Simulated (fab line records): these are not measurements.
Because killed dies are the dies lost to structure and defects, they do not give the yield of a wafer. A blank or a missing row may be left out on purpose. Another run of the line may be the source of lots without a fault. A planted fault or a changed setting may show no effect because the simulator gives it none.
Which tool is to blame? ; flow nandHarc ; 7 lots, 21 wafers sampled, at 3 steps of a route of 1302

WHAT THE GAUGES SHOWED, per wafer
NHARC_P_ZERO_WELL_CD_MEAS_37: target cd 720 nm.
lot;measured;on;cdNm (nm)
L641;day 2 10:15;cdSem-01;718.0 718.3 717.3
L646;day 4 12:10;cdSem-03;718.5 718.2 720.2
L649;day 5 18:08;cdSem-03;719.8 721.3 720.3
L651;day 6 14:14;cdSem-01;719.6 719.5 718.9
L653;day 7 19:07;cdSem-01;718.4 719.0 718.8
L655;day 8 06:13;cdSem-02;- - -
L661;day 10 18:04;cdSem-01;721.0 720.2 722.6

WHAT TOOL EACH LOT RAN ON (gives the tool, then ch and the chambers of the sampled wafers, and finally the start)
lot;NHARC_P_ZERO_WELL_DESCUM_26;NHARC_P_ZERO_WELL_EXPOSE_34
L641;rieDiel-07 ch 0,1, day 2 08:46;krfScanner-02 ch 0, day 2 10:06
L646;rieDiel-01 ch 0,2, day 4 10:50;krfScanner-02 ch 0, day 4 12:01
L649;rieDiel-04 ch 0,3, day 5 16:46;krfScanner-01 ch 0, day 5 17:59
L651;rieDiel-01 ch 1,2,3, day 6 12:46;krfScanner-01 ch 0, day 6 14:05
L653;rieDiel-01 ch 0,2,3, day 7 08:34;krfScanner-04 ch 0, day 7 18:58
L655;rieDiel-01 ch 0,1,3, day 8 04:47;krfScanner-02, day 8 06:04
L661;rieDiel-04 ch 0,1,2, day 10 16:43;krfScanner-01 ch 0, day 10 17:55
- NHARC_P_ZERO_WELL_DESCUM_26: chemistry O2, time 3 s.
- NHARC_P_ZERO_WELL_EXPOSE_34: exposes mask P PWELL, target cd 720 nm.

THE ANSWER, worked out from the rows above alone
Rule: the lots themselves supply what counts as usual. The widest of any qualifying gaps counts: lots, ordered by their means at a reading, are off when they make up no more than a third of the lots, leave a main group of 4 or more, and stand apart from it by 3 or more times the standard deviation of that group's means. A main group is skipped when, at the precision printed for the reading in the tables above, its means are all equal. Also off: a lot with no number at a reading for which 4 or more lots have one. Any other lot the step has rows for is counted as sound.
Off, at NHARC_P_ZERO_WELL_CD_MEAS_37 on cdNm: L655. Without a number there: L655. The main group has a mean of 719.4 nm with a standard deviation of 1.1.
A tool fits if, at a process step before that reading, it ran every lot that is off, and no sound lot after the first of them. Gauges at NHARC_P_ZERO_WELL_CD_MEAS_37: tried the same way as those tools. Can't be told from this: 3 tools fit, rieDiel-01 at NHARC_P_ZERO_WELL_DESCUM_26, krfScanner-02 at NHARC_P_ZERO_WELL_EXPOSE_34, cdSem-02 at NHARC_P_ZERO_WELL_CD_MEAS_37.

WHAT THE SIMULATOR HAD INSERTED
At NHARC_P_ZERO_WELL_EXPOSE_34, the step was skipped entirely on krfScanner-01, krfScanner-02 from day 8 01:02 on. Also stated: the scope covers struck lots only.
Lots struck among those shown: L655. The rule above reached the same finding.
